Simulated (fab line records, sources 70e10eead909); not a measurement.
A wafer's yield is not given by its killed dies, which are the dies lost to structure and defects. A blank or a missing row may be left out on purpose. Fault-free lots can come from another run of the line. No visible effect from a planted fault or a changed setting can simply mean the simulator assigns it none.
Which of the tools did it?	flow nandHarc	24 lots, 72 wafers sampled, at 5 steps of a route of 1302

WHAT THE GAUGES SHOWED, per wafer
NHARC_A_ONON_D1_THK_MEAS_18: measures by ellipsometry. Usual: thkNm at 998 nm, with a standard deviation of 11.
lot	measured	on	thkNm (nm)	flag
L074	day 8 03:48	filmMetro-01	988 987 989	
L075	day 8 13:32	filmMetro-01	992 990 989	
L076	day 9 01:20	filmMetro-01	1003 1003 1003	
L077	day 9 19:22	filmMetro-02	1010 1012 1010	
L078	day 9 19:22	filmMetro-01	1007 1005 1005	
L079	day 10 09:10	filmMetro-02	1017 1020 1018	
L080	day 10 15:08	filmMetro-02	999 1001 999	
L081	day 11 02:06	filmMetro-02	1005 1006 1004	
L083	day 11 12:59	filmMetro-01	992 993 993	
L082	day 11 12:59	filmMetro-02	988 989 988	
L084	day 12 02:36	filmMetro-01	1002 1001 1004	
L085	day 12 16:43	filmMetro-01	987 988 987	
L086	day 13 03:01	filmMetro-02	983 984 984	
L088	day 14 04:42	filmMetro-01	979 981 977	
L089	day 14 04:43	filmMetro-02	998 1000 999	
L087	day 14 04:44	filmMetro-01	997 999 999	
L090	day 14 21:05	filmMetro-01	1016 1015 1014	
L091	day 15 08:26	filmMetro-02	996 995 996	
L092	day 15 17:37	filmMetro-01	1006 1008 1006	
L093	day 15 23:55	filmMetro-02	1000 1002 1001	
L094	day 16 09:33	filmMetro-02	997 998 998	
L095	day 16 21:37	filmMetro-01	985 985 984	
L096	day 17 02:28	filmMetro-01	1014 1012 1013	
L097	day 17 22:10	filmMetro-01	985 986 985	

NHARC_A_CHANNEL_HOLE_D1_INSPECT_12. Usual: rawDefectCount at 6.2, with a standard deviation of 2.7.
lot	measured	on	rawDefectCount	flag
L074	day 8 10:27	defectInspect-01	6 5 7	
L075	day 8 19:10	defectInspect-02	3 4 5	
L076	day 9 07:52	defectInspect-02	5 5 7	
L077	day 10 01:10	defectInspect-02	6 1 8	
L078	day 10 01:01	defectInspect-01	6 4 9	
L079	day 10 14:48	defectInspect-01	6 13 4	
L080	day 10 23:17	defectInspect-02	5 3 3	
L081	day 11 11:23	defectInspect-02	9 5 12	
L083	day 11 23:31	defectInspect-02	6 2 5	
L082	day 12 01:28	defectInspect-02	7 7 5	
L084	day 12 11:26	defectInspect-02	7 6 16	
L085	day 12 23:53	defectInspect-01	9 4 3	
L086	day 13 09:30	defectInspect-02	4 4 8	
L088	day 14 10:20	defectInspect-02	4 5 5	
L089	day 14 11:11	defectInspect-01	3 3 12	
L087	day 14 11:41	defectInspect-01	8 9 5	
L090	day 15 02:47	defectInspect-01	7 5 16	
L091	day 15 14:07	defectInspect-02	7 8 4	
L092	day 15 23:16	defectInspect-02	6 5 6	
L093	day 16 08:31	defectInspect-02	3 7 5	
L094	day 16 22:00	defectInspect-02	5 6 8	
L095	day 17 05:14	defectInspect-02	3 4 5	
L096	day 17 11:41	defectInspect-01	6 5 6	
L097	day 18 08:26	defectInspect-02	5 7 5	

NHARC_A_ONON_D2_INSPECT_32. Usual: rawDefectCount at 420, with a standard deviation of 140.
lot	measured	on	rawDefectCount	flag
L074	day 12 22:34	defectInspect-01	244 240 336	
L075	day 13 05:34	defectInspect-01	332 444 513	
L076	day 13 21:24	defectInspect-01	975 495 629	
L077	day 14 15:23	defectInspect-01	365 201 292	
L078	day 14 15:19	defectInspect-01	616 373 248	
L079	day 14 19:57	defectInspect-01	182 202 176	
L080	day 15 07:22	defectInspect-02	352 387 607	
L081	day 15 19:55	defectInspect-02	272 302 427	
L083	day 16 08:53	defectInspect-02	648 654 619	
L082	day 16 08:53	defectInspect-01	421 420 292	
L084	day 16 18:46	defectInspect-02	376 348 728	
L085	day 17 13:11	defectInspect-01	529 887 445	
L086	day 17 21:29	defectInspect-02	251 306 273	
L088	day 18 19:11	defectInspect-01	547 433 573	
L089	day 18 19:13	defectInspect-01	501 546 258	
L087	day 18 19:13	defectInspect-01	498 399 537	
L090	day 19 19:08	defectInspect-01	309 356 546	
L091	day 20 03:31	defectInspect-01	481 508 383	
L092	day 20 12:37	defectInspect-02	451 473 513	
L093	day 20 23:02	defectInspect-02	355 214 412	
L094	day 21 14:07	defectInspect-01	594 385 610	
L095	day 21 17:49	defectInspect-01	431 318 367	
L096	day 21 17:47	defectInspect-02	426 257 674	
L097	day 23 04:13	defectInspect-01	372 290 265	

WHAT TOOL EACH LOT RAN ON (gives the tool, then ch and the chambers of the sampled wafers, and finally the start)
lot	NHARC_A_CHANNEL_HOLE_D1_ETCH_24	NHARC_A_CHANNEL_HOLE_D1_ETCH_26
L074	harEtch-01 ch 0,1, day 8 13:49	harEtch-01 ch 0,1, day 8 15:28
L075	harEtch-01 ch 0,1, day 8 22:49	harEtch-01 ch 0,1, day 9 00:16
L076	harEtch-02 ch 0,1, day 9 11:42	harEtch-02 ch 0,1, day 9 13:09
L077	harEtch-01 ch 0,1, day 10 10:27	harEtch-01 ch 0,1, day 10 12:07
L078	harEtch-02 ch 0,1, day 10 06:59	harEtch-02 ch 0,1, day 10 08:28
L079	harEtch-01 ch 0,1, day 10 18:50	harEtch-01 ch 0,1, day 10 20:19
L080	harEtch-01 ch 0,1, day 11 04:49	harEtch-01 ch 0,1, day 11 06:28
L081	harEtch-01 ch 0,1, day 11 14:59	harEtch-01 ch 0,1, day 11 16:32
L083	harEtch-02 ch 0,1, day 12 03:37	harEtch-02 ch 0,1, day 12 05:14
L082	harEtch-01 ch 0,1, day 12 05:04	harEtch-01 ch 0,1, day 12 06:32
L084	harEtch-01 ch 0,1, day 12 14:56	harEtch-01 ch 0,1, day 12 16:29
L085	harEtch-02 ch 0,1, day 13 03:16	harEtch-02 ch 0,1, day 13 04:55
L086	harEtch-01 ch 0,1, day 13 13:05	harEtch-01 ch 0,1, day 13 14:44
L088	harEtch-02 ch 0,1, day 14 13:51	harEtch-02 ch 0,1, day 14 15:24
L089	harEtch-01 ch 0,1, day 14 14:54	harEtch-01 ch 0,1, day 14 16:28
L087	harEtch-02 ch 0,1, day 14 17:53	harEtch-02 ch 0,1, day 14 19:32
L090	harEtch-01 ch 0,1, day 15 10:29	harEtch-01 ch 0,1, day 15 12:08
L091	harEtch-01 ch 0,1, day 15 17:37	harEtch-01 ch 0,1, day 15 19:10
L092	harEtch-02 ch 0,1, day 16 05:41	harEtch-02 ch 0,1, day 16 07:19
L093	harEtch-01 ch 0, day 16 12:02	harEtch-01 ch 0, day 16 13:35
L094	harEtch-01 ch 0,1, day 17 03:22	harEtch-01 ch 0,1, day 17 04:56
L095	harEtch-01 ch 0,1, day 17 11:37	harEtch-01 ch 0,1, day 17 13:16
L096	harEtch-02 ch 0,1, day 17 15:18	harEtch-02 ch 0,1, day 17 16:46
L097	harEtch-01 ch 0,1, day 18 13:19	harEtch-01 ch 0,1, day 18 14:52
- NHARC_A_CHANNEL_HOLE_D1_ETCH_24: etches the open film in C4F8/O2/Ar, time 906.2 s, target depth 1500 nm.
- NHARC_A_CHANNEL_HOLE_D1_ETCH_26: etches the open film in C4F8/O2/Ar, time 224.1 s, target depth 300 nm.

WHAT THE TOOLS THEMSELVES READ (means of the sampled wafers that have a number; where no wafer has one, the mark that the record gives instead)
NHARC_A_CHANNEL_HOLE_D1_ETCH_24. Usual: drypumpMotorCurrentA 5.7 A, standard deviation 0.51; showerheadPlenumPTorr 3.60 Torr, standard deviation 0.096; throttleValvePct 32.236 %, standard deviation 0.0094.
lot	tool	drypumpMotorCurrentA (A)	showerheadPlenumPTorr (Torr)	throttleValvePct (%)	flag
L074	harEtch-01	5.9	3.61	32.228	
L075	harEtch-01	6.0	3.61	32.238	
L076	harEtch-02	5.8	3.57	32.243	
L077	harEtch-01	6.0	3.60	32.238	
L078	harEtch-02	5.8	3.56	32.240	
L079	harEtch-01	5.5	3.64	32.234	
L080	harEtch-01	6.0	3.59	32.233	
L081	harEtch-01	6.0	3.59	32.237	
L083	harEtch-02	5.7	3.62	32.238	
L082	harEtch-01	6.0	3.59	32.241	
L084	harEtch-01	6.0	3.58	32.232	
L085	harEtch-02	5.7	3.61	32.243	
L086	harEtch-01	5.9	3.58	32.235	
L088	harEtch-02	5.7	3.61	32.247	
L089	harEtch-01	6.0	3.57	32.231	
L087	harEtch-02	5.8	3.54	32.245	
L090	harEtch-01	6.0	3.56	32.238	
L091	harEtch-01	5.5	3.60	32.227	
L092	harEtch-02	5.7	3.59	32.236	
L093	harEtch-01	6.4	3.51	32.246	
L094	harEtch-01	5.9	3.55	32.229	
L095	harEtch-01	5.5	3.59	32.226	
L096	harEtch-02	5.8	3.84	32.230	
L097	harEtch-01	5.6	3.58	32.235	

NHARC_A_CHANNEL_HOLE_D1_ETCH_26. Usual: drypumpMotorCurrentA 5.7 A, standard deviation 0.51; showerheadPlenumPTorr 3.65 Torr, standard deviation 0.1; throttleValvePct 24.584 %, standard deviation 0.0094.
lot	tool	drypumpMotorCurrentA (A)	showerheadPlenumPTorr (Torr)	throttleValvePct (%)	flag
L074	harEtch-01	6.0	3.66	24.576	
L075	harEtch-01	6.0	3.65	24.582	
L076	harEtch-02	5.8	3.61	24.581	
L077	harEtch-01	6.0	3.64	24.569	
L078	harEtch-02	5.8	3.61	24.589	
L079	harEtch-01	5.5	3.69	24.588	
L080	harEtch-01	6.0	3.64	24.582	
L081	harEtch-01	6.0	3.64	24.589	
L083	harEtch-02	5.7	3.67	24.590	
L082	harEtch-01	6.0	3.63	24.581	
L084	harEtch-01	6.0	3.63	24.587	
L085	harEtch-02	5.7	3.66	24.579	
L086	harEtch-01	6.0	3.62	24.589	
L088	harEtch-02	5.7	3.66	24.571	
L089	harEtch-01	6.0	3.62	24.579	
L087	harEtch-02	5.8	3.57	24.576	
L090	harEtch-01	6.0	3.61	24.585	
L091	harEtch-01	5.5	3.65	24.583	
L092	harEtch-02	5.7	3.64	24.596	
L093	harEtch-01	6.4	3.55	24.589	
L094	harEtch-01	6.0	3.59	24.585	
L095	harEtch-01	5.5	3.63	24.581	
L096	harEtch-02	5.8	3.89	24.588	
L097	harEtch-01	5.5	3.62	24.583	

THE ANSWER, worked out from the rows above alone
Rule: a lot is off if the mean of its wafers that have a number lies more than 3 standard deviations from the usual mean. Also off: a lot with no number at a reading for which 4 or more lots have one. Where the step has rows for the other lots, those lots are counted as sound. After the gauges, taken in route order, come the tools' own readings; for these a lot's mean is taken, as printed above. The first step at which some lot is off is used, and at that step the reading that is off furthest; a lot without a number counts as furthest.
Across all readings shown, no lot is off: no conclusion can be drawn from this.

WHAT WAS PUT IN BY THE SIMULATOR
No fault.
